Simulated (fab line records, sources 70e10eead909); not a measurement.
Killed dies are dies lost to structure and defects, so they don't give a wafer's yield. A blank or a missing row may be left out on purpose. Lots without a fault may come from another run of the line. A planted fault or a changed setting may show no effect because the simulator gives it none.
Chamber matching | flow nand_harc | NHARC_A_M0_ETCH_34 on rie_diel-05: 4 sister chambers
The step etches the open film in N2/H2, target depth 40 nm, overetch 12 nm, time 43.94 s. 8 wafers are shown with their chamber, then 9 later ones without.

WAFERS WITH THEIR CHAMBER
wafer  | chamber | drypump_motor_current_A (A) | rf_vpp_V (V)
L078.6 | 3       | 5.3                         | 429.1
L081.6 | 0       | 5.4                         | 428.9
L083.2 | 2       | 5.5                         | 432.1
L083.3 | 3       | 5.4                         | 430.4
L083.4 | 1       | 6.3                         | 431.0
L085.1 | 0       | 5.4                         | 429.8
L085.2 | 2       | 5.4                         | 430.9
L085.6 | 1       | 6.3                         | 430.4

WAFERS WITHOUT THEIR CHAMBER
wafer  | drypump_motor_current_A (A) | rf_vpp_V (V)
L089.3 | 5.5                         | 429.3
L089.5 | 5.4                         | 429.4
L089.6 | 6.3                         | 432.2
L091.1 | 5.5                         | 431.7
L091.3 | 5.4                         | 428.0
L091.5 | 5.3                         | 428.8
L095.4 | 5.4                         | 430.1
L095.5 | 6.3                         | 431.2
L095.6 | 5.4                         | 429.3

WHICH CHAMBER EACH WENT THROUGH
wafer  | from the rows above          | in truth
L089.3 | can't be placed: 0 or 3 or 2 | 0
L089.5 | can't be placed: 0 or 3      | 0
L089.6 | 1                            | 1
L091.1 | 2                            | 2
L091.3 | can't be placed: 0 or 3      | 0
L091.5 | can't be placed: 3 or 0      | 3
L095.4 | can't be placed: 0 or 3 or 2 | 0
L095.5 | 1                            | 1
L095.6 | can't be placed: 0 or 3      | 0
Placed correctly: 3 of 9. Can't be placed from these rows: 6 (the true chamber is among the candidates in 6). Placed wrongly: 0.
How it was worked out, from the rows above alone: a wafer's distance from a chamber is the root of the sum, over the readings, of the square of ((its reading less the chamber's mean) divided by the reading's scatter). The wafer belongs to the nearest chamber; if the next one is less than 2 further off, it can't be placed. A chamber's mean is the mean of its shown wafers. The scatter: the root of (the sum of the squares of (reading less its chamber's mean) over the shown wafers, divided by (wafers less chambers)).
